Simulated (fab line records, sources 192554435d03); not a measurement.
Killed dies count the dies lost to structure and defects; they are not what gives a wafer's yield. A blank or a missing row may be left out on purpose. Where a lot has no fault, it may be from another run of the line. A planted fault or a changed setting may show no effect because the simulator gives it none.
Which tool was responsible? :: flow n5_finfet :: 24 lots with 72 wafers sampled at 3 steps, on a route of 1938 steps

== WHAT THE GAUGES SHOWED, per wafer ==
N5_BEOL_M7_CD_MEAS_18: pitch 80 nm, target cd 40 nm.
lot: L075
measured: day 9 00:11
on: cd_sem-02
cd_nm (nm): 39.3 39.6 39.3

lot: L074
measured: day 9 01:22
on: cd_sem-01
cd_nm (nm): 40.1 39.9 40.2

lot: L077
measured: day 9 03:05
on: cd_sem-01
cd_nm (nm): 40.2 40.8 39.9

lot: L076
measured: day 9 03:19
on: cd_sem-02
cd_nm (nm): 40.6 39.6 39.7

lot: L078
measured: day 9 18:55
on: cd_sem-03
cd_nm (nm): 39.3 39.6 39.4

lot: L080
measured: day 9 23:11
on: cd_sem-01
cd_nm (nm): 40.3 40.0 40.5

lot: L079
measured: day 10 00:55
on: cd_sem-03
cd_nm (nm): 40.0 40.5 40.5

lot: L081
measured: day 10 04:01
on: cd_sem-03
cd_nm (nm): 39.7 40.7 39.4

lot: L082
measured: day 10 09:34
on: cd_sem-01
cd_nm (nm): 39.6 39.2 40.0

lot: L083
measured: day 11 08:41
on: cd_sem-02
cd_nm (nm): 39.5 40.0 40.3

lot: L084
measured: day 11 12:14
on: cd_sem-02
cd_nm (nm): 39.7 39.6 40.2

lot: L086
measured: day 11 12:23
on: cd_sem-01
cd_nm (nm): 38.9 38.9 39.8

lot: L085
measured: day 11 15:44
on: cd_sem-02
cd_nm (nm): 39.9 40.0 39.2

lot: L087
measured: day 11 23:58
on: cd_sem-03
cd_nm (nm): 40.1 40.6 40.2

lot: L089
measured: day 12 12:34
on: cd_sem-02
cd_nm (nm): 40.7 40.2 40.2

lot: L088
measured: day 12 12:44
on: cd_sem-02
cd_nm (nm): 39.8 40.8 40.2

lot: L090
measured: day 12 15:47
on: cd_sem-02
cd_nm (nm): 40.3 40.0 40.5

lot: L091
measured: day 12 15:57
on: cd_sem-03
cd_nm (nm): 39.7 39.8 39.6

lot: L093
measured: day 13 09:47
on: cd_sem-02
cd_nm (nm): 39.4 39.1 40.3

lot: L092
measured: day 13 18:14
on: cd_sem-03
cd_nm (nm): 39.4 39.3 40.0

lot: L094
measured: day 13 22:51
on: cd_sem-03
cd_nm (nm): 38.8 39.0 39.1

lot: L095
measured: day 14 16:17
on: cd_sem-03
cd_nm (nm): 39.5 39.9 39.7

lot: L096
measured: day 15 04:45
on: cd_sem-02
cd_nm (nm): 40.8 40.1 40.7

lot: L097
measured: day 15 05:45
on: cd_sem-01
cd_nm (nm): 39.7 39.5 40.0

N5_BEOL_M7_RS_MEAS_57: the measuring method here is four-point-probe.
lot: L075
measured: day 9 03:20
on: film_metro-02
M7_RS (ohm/sq): 0.293 0.289 0.283

lot: L074
measured: day 9 06:44
on: film_metro-02
M7_RS (ohm/sq): 0.310 0.305 0.317

lot: L077
measured: day 9 08:16
on: film_metro-02
M7_RS (ohm/sq): 0.298 0.279 0.278

lot: L076
measured: day 9 08:22
on: film_metro-02
M7_RS (ohm/sq): 0.293 0.293 0.302

lot: L078
measured: day 9 22:50
on: film_metro-01
M7_RS (ohm/sq): 0.299 0.294 0.293

lot: L080
measured: day 10 04:07
on: film_metro-02
M7_RS (ohm/sq): 0.280 0.300 0.283

lot: L079
measured: day 10 04:37
on: film_metro-01
M7_RS (ohm/sq): 0.302 0.287 0.281

lot: L081
measured: day 10 07:20
on: film_metro-02
M7_RS (ohm/sq): 0.292 0.291 0.298

lot: L082
measured: day 10 13:33
on: film_metro-02
M7_RS (ohm/sq): 0.289 0.275 0.288

lot: L083
measured: day 11 12:46
on: film_metro-02
M7_RS (ohm/sq): 0.299 0.283 0.286

lot: L084
measured: day 11 19:01
on: film_metro-02
M7_RS (ohm/sq): 0.290 0.304 0.282

lot: L086
measured: day 11 18:17
on: film_metro-02
M7_RS (ohm/sq): 0.290 0.290 0.288

lot: L085
measured: day 11 20:34
on: film_metro-01
M7_RS (ohm/sq): 0.284 0.294 0.288

lot: L087
measured: day 12 06:04
on: film_metro-02
M7_RS (ohm/sq): 0.285 0.296 0.292

lot: L089
measured: day 12 19:02
on: film_metro-01
M7_RS (ohm/sq): 0.297 0.291 0.302

lot: L088
measured: day 12 17:43
on: film_metro-01
M7_RS (ohm/sq): 0.295 0.289 0.279

lot: L090
measured: day 12 20:15
on: film_metro-01
M7_RS (ohm/sq): 0.286 0.289 0.289

lot: L091
measured: day 12 19:48
on: film_metro-02
M7_RS (ohm/sq): 0.299 0.304 0.297

lot: L093
measured: day 13 14:32
on: film_metro-02
M7_RS (ohm/sq): 0.293 0.288 0.308

lot: L092
measured: day 13 21:52
on: film_metro-02
M7_RS (ohm/sq): 0.279 0.292 0.291

lot: L094
measured: day 14 04:10
on: film_metro-02
M7_RS (ohm/sq): 0.284 0.298 0.287

lot: L095
measured: day 14 21:47
on: film_metro-01
M7_RS (ohm/sq): 0.297 0.290 0.281

lot: L096
measured: day 15 09:16
on: film_metro-02
M7_RS (ohm/sq): 0.291 0.297 0.292

lot: L097
measured: day 15 10:46
on: film_metro-02
M7_RS (ohm/sq): 0.298 0.289 0.282

== WHICH TOOL RAN EACH LOT (tool, then ch and the chambers of the sampled wafers, then the start) ==
lot: L075
N5_BEOL_M7_VIA_ETCH_34: rie_diel-04 ch 0,1,3, day 9 01:02

lot: L074
N5_BEOL_M7_VIA_ETCH_34: rie_diel-05 ch 0,2, day 9 02:10

lot: L077
N5_BEOL_M7_VIA_ETCH_34: rie_diel-04 ch 0,2,3, day 9 05:19

lot: L076
N5_BEOL_M7_VIA_ETCH_34: rie_diel-05 ch 0,2,3, day 9 05:22

lot: L078
N5_BEOL_M7_VIA_ETCH_34: rie_diel-05 ch 0,3, day 9 19:31

lot: L080
N5_BEOL_M7_VIA_ETCH_34: rie_diel-04 ch 0,1,2, day 10 00:28

lot: L079
N5_BEOL_M7_VIA_ETCH_34: rie_diel-04 ch 0,1, day 10 01:49

lot: L081
N5_BEOL_M7_VIA_ETCH_34: rie_diel-04 ch 1,3, day 10 04:37

lot: L082
N5_BEOL_M7_VIA_ETCH_34: rie_diel-04 ch 1,2, day 10 10:11

lot: L083
N5_BEOL_M7_VIA_ETCH_34: rie_diel-05 ch 0,1,3, day 11 10:09

lot: L084
N5_BEOL_M7_VIA_ETCH_34: rie_diel-05 ch 0,1,3, day 11 14:44

lot: L086
N5_BEOL_M7_VIA_ETCH_34: rie_diel-06 ch 1,2,3, day 11 14:26

lot: L085
N5_BEOL_M7_VIA_ETCH_34: rie_diel-06 ch 0,2, day 11 18:09

lot: L087
N5_BEOL_M7_VIA_ETCH_34: rie_diel-06 ch 0,1, day 12 00:44

lot: L089
N5_BEOL_M7_VIA_ETCH_34: rie_diel-06 ch 2,3, day 12 14:16

lot: L088
N5_BEOL_M7_VIA_ETCH_34: rie_diel-04 ch 1,2,3, day 12 14:14

lot: L090
N5_BEOL_M7_VIA_ETCH_34: rie_diel-04 ch 0,1,2, day 12 17:01

lot: L091
N5_BEOL_M7_VIA_ETCH_34: rie_diel-06 ch 1,2,3, day 12 16:55

lot: L093
N5_BEOL_M7_VIA_ETCH_34: rie_diel-05 ch 0,2,3, day 13 10:35

lot: L092
N5_BEOL_M7_VIA_ETCH_34: rie_diel-06 ch 0,2,3, day 13 18:58

lot: L094
N5_BEOL_M7_VIA_ETCH_34: rie_diel-05 ch 0,1,3, day 14 01:17

lot: L095
N5_BEOL_M7_VIA_ETCH_34: rie_diel-06 ch 0,1,2, day 14 18:34

lot: L096
N5_BEOL_M7_VIA_ETCH_34: rie_diel-05 ch 2,3, day 15 05:23

lot: L097
N5_BEOL_M7_VIA_ETCH_34: rie_diel-04 ch 2,3, day 15 07:56
- N5_BEOL_M7_VIA_ETCH_34: etches SiCOH lowk in C4F6/O2, target depth 125.5 nm, time 50.5 s.

== AS READ BY THE TOOLS THEMSELVES (means over the sampled wafers that have a number; for cases with no such wafer, the mark the record gives instead) ==
N5_BEOL_M7_VIA_ETCH_34.
lot: L075
tool: rie_diel-04
drypump_motor_current_A (A): 5.5
oes_o_777_au (a.u.): 0.75
oes_product_au (a.u.): 0.76
rf_vpp_V (V): 667
showerhead_plenum_p_Torr (Torr): 2.85
throttle_valve_pct (%): 21.07

lot: L074
tool: rie_diel-05
drypump_motor_current_A (A): 5.7
oes_o_777_au (a.u.): 0.75
oes_product_au (a.u.): 0.76
rf_vpp_V (V): 666
showerhead_plenum_p_Torr (Torr): 2.92
throttle_valve_pct (%): 21.16

lot: L077
tool: rie_diel-04
drypump_motor_current_A (A): 5.8
oes_o_777_au (a.u.): 0.85
oes_product_au (a.u.): 0.85
rf_vpp_V (V): 661
showerhead_plenum_p_Torr (Torr): 2.80
throttle_valve_pct (%): 21.04

lot: L076
tool: rie_diel-05
drypump_motor_current_A (A): 5.6
oes_o_777_au (a.u.): 0.79
oes_product_au (a.u.): 0.80
rf_vpp_V (V): 663
showerhead_plenum_p_Torr (Torr): 2.86
throttle_valve_pct (%): 20.90

lot: L078
tool: rie_diel-05
drypump_motor_current_A (A): 5.8
oes_o_777_au (a.u.): 0.79
oes_product_au (a.u.): 0.79
rf_vpp_V (V): 663
showerhead_plenum_p_Torr (Torr): 2.81
throttle_valve_pct (%): 20.82

lot: L080
tool: rie_diel-04
drypump_motor_current_A (A): 6.0
oes_o_777_au (a.u.): 0.81
oes_product_au (a.u.): 0.81
rf_vpp_V (V): 668
showerhead_plenum_p_Torr (Torr): 2.82
throttle_valve_pct (%): 20.99

lot: L079
tool: rie_diel-04
drypump_motor_current_A (A): 5.7
oes_o_777_au (a.u.): 0.77
oes_product_au (a.u.): 0.78
rf_vpp_V (V): 672
showerhead_plenum_p_Torr (Torr): 2.82
throttle_valve_pct (%): 20.98

lot: L081
tool: rie_diel-04
drypump_motor_current_A (A): 5.4
oes_o_777_au (a.u.): 0.72
oes_product_au (a.u.): 0.73
rf_vpp_V (V): 663
showerhead_plenum_p_Torr (Torr): 2.88
throttle_valve_pct (%): 21.19

lot: L082
tool: rie_diel-04
drypump_motor_current_A (A): 6.1
oes_o_777_au (a.u.): 0.76
oes_product_au (a.u.): 0.76
rf_vpp_V (V): 670
showerhead_plenum_p_Torr (Torr): 2.88
throttle_valve_pct (%): 21.05

lot: L083
tool: rie_diel-05
drypump_motor_current_A (A): 5.7
oes_o_777_au (a.u.): 0.74
oes_product_au (a.u.): 0.73
rf_vpp_V (V): 667
showerhead_plenum_p_Torr (Torr): 2.79
throttle_valve_pct (%): 20.98

lot: L084
tool: rie_diel-05
drypump_motor_current_A (A): 5.7
oes_o_777_au (a.u.): 0.74
oes_product_au (a.u.): 0.73
rf_vpp_V (V): 667
showerhead_plenum_p_Torr (Torr): 2.79
throttle_valve_pct (%): 20.99

lot: L086
tool: rie_diel-06
drypump_motor_current_A (A): 5.6
oes_o_777_au (a.u.): 0.71
oes_product_au (a.u.): 0.71
rf_vpp_V (V): 671
showerhead_plenum_p_Torr (Torr): 2.87
throttle_valve_pct (%): 20.94

lot: L085
tool: rie_diel-06
drypump_motor_current_A (A): 5.8
oes_o_777_au (a.u.): 0.87
oes_product_au (a.u.): 0.87
rf_vpp_V (V): 674
showerhead_plenum_p_Torr (Torr): 2.92
throttle_valve_pct (%): 20.65

lot: L087
tool: rie_diel-06
drypump_motor_current_A (A): 5.8
oes_o_777_au (a.u.): 0.79
oes_product_au (a.u.): 0.80
rf_vpp_V (V): 663
showerhead_plenum_p_Torr (Torr): 2.78
throttle_valve_pct (%): 20.89

lot: L089
tool: rie_diel-06
drypump_motor_current_A (A): 5.4
oes_o_777_au (a.u.): 0.72
oes_product_au (a.u.): 0.72
rf_vpp_V (V): 677
showerhead_plenum_p_Torr (Torr): 2.94
throttle_valve_pct (%): 20.85

lot: L088
tool: rie_diel-04
drypump_motor_current_A (A): 5.8
oes_o_777_au (a.u.): 0.86
oes_product_au (a.u.): 0.86
rf_vpp_V (V): 663
showerhead_plenum_p_Torr (Torr): 2.84
throttle_valve_pct (%): 20.99

lot: L090
tool: rie_diel-04
drypump_motor_current_A (A): 6.0
oes_o_777_au (a.u.): 0.87
oes_product_au (a.u.): 0.88
rf_vpp_V (V): 667
showerhead_plenum_p_Torr (Torr): 2.81
throttle_valve_pct (%): 20.90

lot: L091
tool: rie_diel-06
drypump_motor_current_A (A): 5.6
oes_o_777_au (a.u.): 0.71
oes_product_au (a.u.): 0.71
rf_vpp_V (V): 670
showerhead_plenum_p_Torr (Torr): 2.86
throttle_valve_pct (%): 20.96

lot: L093
tool: rie_diel-05
drypump_motor_current_A (A): 5.6
oes_o_777_au (a.u.): 0.77
oes_product_au (a.u.): 0.77
rf_vpp_V (V): 663
showerhead_plenum_p_Torr (Torr): 2.84
throttle_valve_pct (%): 20.94

lot: L092
tool: rie_diel-06
drypump_motor_current_A (A): 5.6
oes_o_777_au (a.u.): 0.77
oes_product_au (a.u.): 0.77
rf_vpp_V (V): 675
showerhead_plenum_p_Torr (Torr): 2.92
throttle_valve_pct (%): 20.77

lot: L094
tool: rie_diel-05
drypump_motor_current_A (A): 5.7
oes_o_777_au (a.u.): 0.72
oes_product_au (a.u.): 0.72
rf_vpp_V (V): 665
showerhead_plenum_p_Torr (Torr): 2.78
throttle_valve_pct (%): 21.02

lot: L095
tool: rie_diel-06
drypump_motor_current_A (A): 5.8
oes_o_777_au (a.u.): 0.76
oes_product_au (a.u.): 0.76
rf_vpp_V (V): 670
showerhead_plenum_p_Torr (Torr): 2.84
throttle_valve_pct (%): 20.89

lot: L096
tool: rie_diel-05
drypump_motor_current_A (A): 5.3
oes_o_777_au (a.u.): 0.79
oes_product_au (a.u.): 0.80
rf_vpp_V (V): 660
showerhead_plenum_p_Torr (Torr): 2.82
throttle_valve_pct (%): 20.78

lot: L097
tool: rie_diel-04
drypump_motor_current_A (A): 6.0
oes_o_777_au (a.u.): 0.83
oes_product_au (a.u.): 0.82
rf_vpp_V (V): 656
showerhead_plenum_p_Torr (Torr): 2.79
throttle_valve_pct (%): 21.12

== THE ANSWER, worked out from the rows above alone ==
Rule: the lots themselves supply what counts as usual. The widest of any qualifying gaps counts: lots, ordered by their means at a reading, are off when they make up no more than a third of the lots, leave a main group of 4 or more, and stand apart from it by 3 or more times the standard deviation of that group's means. A main group is skipped when, at the precision printed for the reading in the tables above, its means are all equal. Also off: a lot with no number at a reading for which 4 or more lots have one. Any other lot the step has rows for is counted as sound. The gauges are gone through in route order, then the tools' own readings, and for those a lot's mean is taken as printed above. The first step at which some lot is off is used, and at that step the reading that is off furthest; a lot without a number counts as furthest.
Nothing can be told from this: no lot is off at any reading shown.

== WHAT THE SIMULATOR HAD PUT IN ==
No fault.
